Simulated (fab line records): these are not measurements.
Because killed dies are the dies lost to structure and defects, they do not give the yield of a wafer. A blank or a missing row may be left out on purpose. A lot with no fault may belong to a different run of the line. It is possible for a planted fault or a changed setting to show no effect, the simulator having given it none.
fab line records    flow n5Finfet
[record] lots = 4  wafers = 10  lastDay = 16
route steps=1938 shown BEOL_M10@1500 BEOL_M11@1536 BEOL_M15@1830
lots that met no fault: from a run of the same line without faults
startH: hours from the record's first day to the start of the lot's first wafer shown    waitH: time in hours since the lot's previous step    " unchanged from the row above    L1.1+2: several wafers, shown together as one row    - either no value or no given start    * or withheld: withheld    < > ~ a bound
route shown NAME@n: a module of which the file shows steps, and the number in the route of the first    usual: the fault-free wafers' mean and standard deviation    same: alike in all rows    chamber/n: place in a boat    sites: readings site by site    _std_site: standard deviation across them    _edge_site: inner sites' mean taken away from outer sites' mean    radiusMm: for every site, how far away it sits from the centre of the wafer    mask NAME#n: copy n    behind: tool/chamber where the wafer was last shaped    hold: why the lot was held/for how many hours/how that ended    device: transistor that didn't switch, given as n, p or np    end of line: at the end of the route, the tests of the same wafers    step lacking rows: just its recipe    killed: dies lost to structure and defects at the first sort, not the wafer's yield    map: dies across one wafer; x = killed, . = not, _ = none there
set.NAME: the setting as run; set.NAME@STEP: as run at that earlier step    model.NAME: the simulator's own value behind a step, which no gauge read
a table for each step, a row for each wafer; lots at some steps of the route
services: the hour from which a tool's chamber was out of use, counted from the record's first day as startH (under 0 if before that day), plus the number of hours and why
[[steps]]
[step N5_BEOL_M10_PEB_26]
[recipe] pebTempC = withheld  pebTimeS = 60  resist = CAR-ArF
[step N5_BEOL_M10_DEVELOP_27]
[recipe] developTimeS = 30  developer = TMAH  resist = CAR-ArF  rinseLiquid = diw  dry = airSpin  devTempC = 23
[step N5_BEOL_M10_DESCUM_33]
[recipe] chemistry = O2  timeS = 7.9  sourcePowerW = 50  biasPowerW = 20  pressureMtorr = 20  rfFrequencyHz = 2.712e+07  tempC = 40  resist = CAR-ArF  o2FlowSccm = 225
[step N5_BEOL_M10_ETCH_65]
[recipe] chemistry = CF4  target = SiARC  targetDepthA = 390  maskMaterial = CAR-ArF  timeS = 65  ionEnergyEv = 80  pressureMtorr = 40  sourceW = 545  biasW = 36  Ar_flow_sccm = 100  cf4FlowSccm = 100  ends = cleared
[step N5_BEOL_M10_ETCH_66]
[recipe] chemistry = N2/H2  target = SOC  targetDepthA = 1200  overetchA = 240  maskMaterial = SiARC  tempC = 40  timeS = 180  ionEnergyEv = 200  pressureMtorr = 30  sourceW = 840  biasW = 150  n2FlowSccm = 200  h2FlowSccm = 200
[step N5_BEOL_M10_STRIP_69]
[recipe] chemistry = N2/H2  tempC = 40  n2FlowSccm = 200  h2FlowSccm = 200  rfFrequencyHz = 6e+07
[step N5_BEOL_M10_VIA_ETCH_34]
[recipe] chemistry = C4F6/O2  target = SiCOH_lowk  targetDepthA = 1845  maskMaterial = SOC  taperDeg = 4  timeS = 69.2  ionEnergyEv = 250  pressureMtorr = 30  sourceW = 345  biasW = 185  Ar_flow_sccm = 300  C4F6_flow_sccm = 10  O2_flow_sccm = 10
[step N5_BEOL_M10_STRIP_73]
[recipe] chemistry = C4F6/O2  resist = SiARC  rfFrequencyHz = 6e+07
[step N5_BEOL_M10_STRIP_36]
[recipe] chemistry = N2/H2  powerW = 450  tempC = 40  pressureMtorr = 20  rfFrequencyHz = 6e+07  overashFraction = 0.3  biasPowerW = 7  h2Frac = 0.5  n2FlowSccm = 200  h2FlowSccm = 200
[step N5_BEOL_M10_TRENCH_ETCH_37]
[recipe] chemistry = C4F6/O2  targetDepthA = 1488.3  target = SiCOH_lowk  timeS = 48  ionEnergyEv = 250  pressureMtorr = 30  sourceW = 345  biasW = 185  Ar_flow_sccm = 300  C4F6_flow_sccm = 10  O2_flow_sccm = 10
[usual] drypumpMotorCurrentA = 5.5/0.44  oesProductAu = 0.81/0.073  rfVppV = 663/5.3  showerheadPlenumPTorr = 2.84/0.1  throttleValvePct = 20.92/0.22
lot.wafer  tool        chamber  startH  waitH  drypumpMotorCurrentA  oesProductAu  rfHoursCounterH  rfVppV  showerheadPlenumPTorr  throttleValvePct  model.etch.depthNm  model.BEOL_M10.featureDepthNm  model.TiN_of_BEOL_M10_HM_DEP_02.thkNm
L987.2     rieDiel-01  3        219.05  -      5.3                   0.79          110              666     2.75                   20.56             147.5               147.6                          16
L987.3     "           1        "       "      5.6                   0.68          239              664     2.82                   21.11             148.4               148.4                          15.8
L987.6     "           3        "       "      5.3                   0.79          -                667     2.75                   20.58             147.2               147.2                          16
L995.5     rieDiel-01  3        264.49  -      5.4                   0.77          -                668     2.75                   20.59             148.3               148.2                          16.2
L995.6     "           2        "       "      5.3                   0.89          -                659     2.72                   20.79             195.7               195.6                          14.8
L998.2     rieDiel-01  1        290.49  -      5.6                   1.00          1                662     2.81                   20.75             149.8               149.8                          16.4
L998.4     "           2        "       "      5.3                   0.88          160              658     2.72                   20.79             195.6               195.6                          15.2
L107.2     rieDiel-05  3        334.90  -      5.0                   0.81          82               673     3.00                   20.88             150.7               150.6                          16
L107.3     "           2        "       "      5.6                   0.80          123              657     2.74                   21.21             152.6               152.6                          16
L107.4     "           0        "       "      5.5                   0.80          93               664     2.76                   20.77             149.7               149.6                          16
[step N5_BEOL_M10_ETCH_41]
[recipe] chemistry = CH3F/O2  target = SiCN  targetDepthA = 426  taperDeg = 2  timeS = 86  ionEnergyEv = 120  maskMaterial = TiN  pressureMtorr = 30  sourceW = 395  biasW = 75  Ar_flow_sccm = 150  CH3F_flow_sccm = 30  O2_flow_sccm = 20
[step N5_BEOL_M10_STRIP_77]
[recipe] chemistry = N2/H2  timeS = 10  powerW = 450  tempC = 40  pressureMtorr = 20  rfFrequencyHz = 6e+07  biasPowerW = 7  n2FlowSccm = 200  h2FlowSccm = 200
[step N5_BEOL_M10_OCD_MEAS_38]
[usual] trenchDepthNm = 149.1/1.5
lot.wafer  tool    chamber  startH  waitH  trenchDepthNm
L987.2     ocd-02  -        219.24  -      147.7
L987.3     "       -        "       "      148.0
L987.6     "       -        "       "      147.6
L995.5     ocd-02  -        264.67  -      148.3
L995.6     "       -        "       "      195.4
L998.2     ocd-01  -        290.67  -      150.2
L998.4     "       -        "       "      195.4
L107.2     ocd-01  -        335.08  -      150.6
L107.3     "       -        "       "      152.8
L107.4     "       -        "       "      150.0
[step N5_BEOL_M10_HM_STRIP_39]
[recipe] chemistry = peroxideTinStrip  material = TiN  targetDepthA = 250  tempC = 50  timeS = 158
[step N5_BEOL_M10_SRD_40]
[recipe] timeS = 30  tempC = 23  rinseLiquid = diw  dry = ipaMarangoni
[step N5_BEOL_M10_PRECLEAN_42]
[recipe] chemistry = residueRemover  timeS = 60  tempC = 40
[step N5_BEOL_M10_SRD_43]
[recipe] timeS = 30  tempC = 23  rinseLiquid = diw  dry = ipaMarangoni
[step N5_BEOL_M10_CURE_72]
[recipe] tempC = 370  timeS = 120  ambient = DMADMS/He  material = SiCOH_lowk
[step N5_BEOL_M10_DEGAS_44]
[recipe] ambient = vacuum  tempC = 250  timeS = 60
[step N5_BEOL_M10_PRE_CLEAN_45]
[recipe] gas = H2/He  timeS = 30  tempC = 250
[step N5_BEOL_M10_ALD_74]
[recipe] material = TaN  targetThkA = 20  tempC = 275  aldPrecursorFamily = PDMAT  aldCoReactant = NH3  pressureTorr = 3  carrierFlowSccm = 1500  pulseTimeS = 2  purgeTimeS = 3  coReactantPurgeTimeS = 2  coReactantPulseTimeS = 3  aldCycles = 40  precursorVesselTempC = 75  precursorVesselPressureTorr = 26.25  precursorVesselCarrierSccm = 1000
[step N5_BEOL_M10_SURFACE_TREAT_76]
[recipe] gas = Ar  timeS = *  ionEnergyEv = *  ionCurrentMaCm2 = 0.5  pressureMtorr = *  arFlowSccm = 30
[step N5_BEOL_M10_CVD_75]
[recipe] material = Co  targetThkA = 20  tempC = withheld  precursor = CCTBA/H2  pressureTorr = 30  timeS = 138.9
[step N5_BEOL_M10_SPUTTER_48]
[recipe] material = Cu  targetThkA = 120  tempC = -20  biasV = 60  powerW = 26000  chamberPressurePa = 0.13  timeS = 2
[step N5_BEOL_M10_ECD_50]
[recipe] material = Cu  targetThkA = 3180
[step N5_BEOL_M10_ANNEAL_51]
[recipe] tempC = 225  timeS = 90  ambient = N2
[step N5_BEOL_M10_CMP_52]
[recipe] stopOn = SiCOH_lowk  tOverpolishS = 7  downForcePsi = 1  platenRpm = 50  clearingPlatenDownForcePsi = 1.5  clearingPlatenRpm = 50  postCmpClean = cuAlkaline  targetThkNm = 140  clearingPlatenPadVelocityMS = 0.99484  padVelocityMS = 0.99484
[usual] motorCurrentA = 6.0/0.75
lot.wafer  tool    chamber  startH  waitH  motorCurrentA  model.Cu_of_BEOL_M10_ECD_50.thkNm
L987.3     cmp-04  0        224.52  0.2    7.7            139.6
L987.2     "       1        "       "      5.1            139
L987.6     "       3        "       "      5.4            138.4
L995.6     cmp-04  3        267.56  0.2    4.9            185.6
L995.5     "       0        "       "      7.3            139.6
L998.4     cmp-01  2        293.57  0.3    6.0            188.2
L998.2     "       0        "       "      6.3            141.2
L107.3     cmp-01  3        337.82  0.2    5.6            143.2
L107.2     "       1        "       "      5.6            142
L107.4     "       2        "       "      5.8            141.2
[step N5_BEOL_M10_THK_MEAS_53]
[recipe] thkMeasGauge = xrf  reads = Cu_of_BEOL_M10_ECD_50
[usual] M10_THK = 138.8/1.9
lot.wafer  tool          chamber  startH  waitH  M10_THK[nm]
L987.2     filmMetro-01  -        224.78  -      136.6
L987.3     "             -        "       "      136.7
L987.6     "             -        "       "      136.1
L995.5     filmMetro-02  -        267.70  -      138.7
L995.6     "             -        "       "      185.3
L998.2     filmMetro-01  -        293.82  -      140.2
L998.4     "             -        "       "      186.4
L107.2     filmMetro-01  -        338.11  -      139.0
L107.3     "             -        "       "      140.8
L107.4     "             -        "       "      138.6
[step N5_BEOL_M10_PRE_CLEAN_55]
[recipe] gas = NH3  timeS = 15  tempC = withheld  rfPowerW = 300
[step N5_BEOL_M10_DEP_56]
[recipe] material = SiCN  targetThkA = 150  tempC = withheld  precursor = 3MS/NH3  pressureTorr = 3  rfW = 202  timeS = 26.5
[step N5_BEOL_M10_RS_MEAS_57]
[recipe] thkMeasGauge = four-point-probe  reads = Cu_of_BEOL_M10_ECD_50+Co_of_BEOL_M10_CVD_75+TaN_of_BEOL_M10_ALD_74
[usual] M10_RS = 0.1507/0.0022
lot.wafer  tool          chamber  startH  waitH  M10_RS[ohm/sq]
L987.2     filmMetro-01  -        224.92  0.1    0.1522
L987.3     "             -        "       "      0.1513
L987.6     "             -        "       "      0.1527
L995.5     filmMetro-02  -        267.87  0.0    0.1511
L995.6     "             -        "       "      0.1112
L998.2     filmMetro-01  -        293.99  0.1    0.1494
L998.4     "             -        "       "      0.1096
L107.2     filmMetro-02  -        338.25  0.1    0.1483
L107.3     "             -        "       "      0.1469
L107.4     "             -        "       "      0.1495
[step N5_BEOL_M11_ILD_DEP_00]
[recipe] material = SiCOH_lowk  targetThkA = 3085.1  tempC = 300  precursor = DEMS/porogen  pressureTorr = 5  rfW = 500  timeS = 58
[step N5_BEOL_M11_CURE_71]
[recipe] tempC = 385  timeS = 240  ambient = He/Ar  material = SiCOH_lowk
[step N5_BEOL_M11_PECVD_70]
[recipe] material = SiO2  targetThkA = 200  tempC = 400  precursor = TEOS/O2  pressureTorr = 5.5  rfW = 450  teosFlowSccm = 53.8  gas = O2  flowSccm = 3000  timeS = 22.7
[step N5_BEOL_M11_HM_DEP_02]
[recipe] material = TiN  targetThkA = 200  tempC = 25  chamberPressurePa = 0.49996
[step N5_BEOL_M11_COAT_59]
[recipe] resist = SOC  tempC = 250  timeS = 60  spinRpm = 1500  resistThkNm = 100
[step N5_BEOL_M15_RC_MEAS_101]
[usual] COMB_M11 = 1.5e-11/3.3e-12  COMB_M12 = 6.3e-12/1.4e-12  COMB_M13 = 4.7e-12/1e-12  COMB_M13_max_site = 6.9e-12/1.5e-12  COMB_M14 = 3.5e-12/6.9e-13  COMB_M15 = 2.4e-12/5.7e-13  COMB_M5 = 3.7e-11/7.8e-12  COMB_M6 = 2.6e-11/5.3e-12  COMB_M7 = 2.7e-11/5.3e-12  COMB_M8 = 2.6e-11/5.3e-12  COMB_M9 = 1.5e-11/3.2e-12  SERP_M10 = 3.05/0.061  SERP_M10_max_site = 3.14/0.07  SERP_M11 = 3.05/0.073  SERP_M12 = 0.637/0.012  SERP_M13 = 0.308/0.0055  SERP_M14 = 0.1589/0.0028  SERP_M5 = 38.7/1.5  SERP_M6 = 13.8/0.44  SERP_M7 = 13.7/0.47  SERP_M8 = 13.7/0.47  SERP_M9 = 3.08/0.072
lot.wafer  tool       chamber  startH  waitH  COMB_M11[S/m]  COMB_M12[S/m]  COMB_M13[S/m]  COMB_M13_max_site[S/m]  COMB_M14[S/m]  COMB_M15[S/m]  COMB_M5[S/m]  COMB_M6[S/m]  COMB_M7[S/m]  COMB_M8[S/m]  COMB_M9[S/m]  SERP_M10[ohm/um]  SERP_M10_max_site[ohm/um]  SERP_M11[ohm/um]  SERP_M12[ohm/um]  SERP_M13[ohm/um]  SERP_M14[ohm/um]  SERP_M5[ohm/um]  SERP_M6[ohm/um]  SERP_M7[ohm/um]  SERP_M8[ohm/um]  SERP_M9[ohm/um]
L987.2     prober-02  0        261.40  0.2    1.5e-11        6.9e-12        3.7e-12        6.5e-12                 5.3e-12        2.2e-12        2.3e-11       2.6e-11       2.3e-11       2.2e-11       2.9e-11       3.07              3.13                       2.99              0.644             0.309             0.1595            37.1             14.6             13.3             13.8             2.94
L987.3     "          0        "       "      1.1e-11        6.2e-12        3.8e-12        7e-12                   3.5e-12        2.1e-12        4.9e-11       3e-11         2.6e-11       1.9e-11       1.7e-11       3.04              3.16                       2.96              0.631             0.309             0.1594            38.9             14.4             13.6             13.6             3.19
L987.6     "          0        "       "      1.7e-11        5.3e-12        5.2e-12        7.3e-12                 2.3e-12        1.7e-12        3.9e-11       2.2e-11       2.6e-11       2.5e-11       2e-11         3.06              3.24                       3.01              0.645             0.300             0.1554            41.4             13.9             13.7             13.6             3.19
L995.5     prober-01  0        305.41  0.6    1.6e-11        6.1e-12        5.8e-12        7.5e-12                 4.3e-12        3.4e-12        3.5e-11       2.5e-11       2.6e-11       3.5e-11       1.3e-11       3.03              3.12                       3.11              0.642             0.309             0.1585            38.9             13.6             13.1             13.7             2.96
L995.6     "          0        "       "      2.5e-11        1.07e-11       4.7e-12        7e-12                   3.4e-12        2.9e-12        2.7e-11       2.6e-11       2.9e-11       2e-11         1.5e-11       2.25              2.33                       3.15              0.644             0.312             0.1623            38.2             13.0             14.1             13.8             2.93
L998.2     prober-01  0        324.40  0.2    1.7e-11        7.1e-12        5e-12          7.3e-12                 3.7e-12        2.7e-12        5.3e-11       3.1e-11       4.1e-11       2.3e-11       1.1e-11       3.05              3.10                       3.03              0.649             0.307             0.1560            38.5             14.2             14.4             13.6             3.15
L998.4     "          0        "       "      1e-11          5.2e-12        4.5e-12        6.3e-12                 3.7e-12        3.5e-12        3.2e-11       2.7e-11       2.2e-11       2.7e-11       1.8e-11       2.28              2.30                       3.05              0.658             0.309             0.1605            39.1             13.5             13.3             13.5             3.05
L107.2     prober-02  0        373.63  0.2    1.7e-11        6.1e-12        4.3e-12        6e-12                   4.2e-12        1.6e-12        2.8e-11       2.2e-11       3.7e-11       2.5e-11       1.2e-11       3.09              3.14                       3.08              0.644             0.309             0.1585            39.4             13.6             13.5             13.9             3.04
L107.3     "          0        "       "      1.4e-11        5.3e-12        4.3e-12        8.7e-12                 3.8e-12        2e-12          3.8e-11       2.4e-11       3.7e-11       2.6e-11       1.5e-11       3.03              3.10                       3.01              0.617             0.302             0.1609            40.7             13.3             14.1             13.8             3.18
L107.4     "          0        "       "      1.9e-11        6.3e-12        3.6e-12        4.5e-12                 2.9e-12        1.8e-12        3.5e-11       2.6e-11       2.6e-11       2e-11         1.5e-11       3.01              3.20                       3.08              0.631             0.309             0.1573            38.9             13.8             13.8             14.5             3.16
// sites SERP_M10 radiusMm=0,75,75,75,75,140,140,140,140
L987.2 2.93 3.01 2.99 3.07 2.95 3.11 3.13 3.13 3.07
L995.5 3.01 3.01 3.03 3.02 3.01 3.03 3.12 3.11 3.09
L998.2 2.97 3.07 2.97 3.01 2.97 3.09 3.10 3.07 3.05
L107.2 3.14 3.12 3.09 3.12 3.12 3.01 2.99 2.94 3.00
[[services]]
tool        chamber  startH  hours  kind
cmp-04      -        203.01  6.4    repair
cmp-01      -        212.81  3.1    repair
cmp-01      -        230.95  9.8    pm
rieDiel-01  0        246.77  -      clean
rieDiel-01  0        246.77  -      consumableReplace:focusRing
rieDiel-01  0        246.77  17.1   scheduledDown
rieDiel-01  0        246.77  17.1   ventCycle
rieDiel-01  1        263.83  -      clean
rieDiel-01  1        263.83  -      consumableReplace:focusRing
rieDiel-01  1        263.83  23.1   scheduledDown
rieDiel-01  1        263.83  23.1   ventCycle
cmp-01      -        321.40  4.0    pm
cmp-01      -        325.40  -      consumableReplace:conditioner
cmp-01      -        325.40  -      consumableReplace:pad
rieDiel-05  -        328.94  1.0    repair
cmp-04      -        329.10  0.3    repair
[[key]]
[firstSign] step = N5_BEOL_M10_OCD_MEAS_38  reading = trenchDepthNm  direction = up  sigmas = 32  usual = 149.1  struck = 195.4
[effect] step = N5_BEOL_M10_THK_MEAS_53  reading = M10_THK  direction = up  sigmas = 24  usual = 138.8  struck = 185.8
[effect] step = N5_BEOL_M10_RS_MEAS_57  reading = M10_RS  direction = down  sigmas = 18  usual = 0.1507  struck = 0.1104
[effect] step = N5_BEOL_M15_RC_MEAS_101  reading = SERP_M10  direction = down  sigmas = 13  usual = 3.05  struck = 2.26
[modelEffect] step = N5_BEOL_M10_TRENCH_ETCH_37  value = etch.depthNm  without = 149.8  struck = 195.7
[modelEffect] step = N5_BEOL_M10_CMP_52  value = Cu_of_BEOL_M10_ECD_50.thkNm  without = 141  struck = 186.9
metAt N5_BEOL_M10_TRENCH_ETCH_37
struckWafers L995.6,L998.4
onsetBetween 219.05 264.49
[fault] kind = processParameterDrift  tool = rieDiel-01  chamber = -  onsetH = 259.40  steps = N5_BEOL_M10_TRENCH_ETCH_37  channel = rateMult  offset = 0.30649  shape = step  endH = 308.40  scope = struckWafersOnly
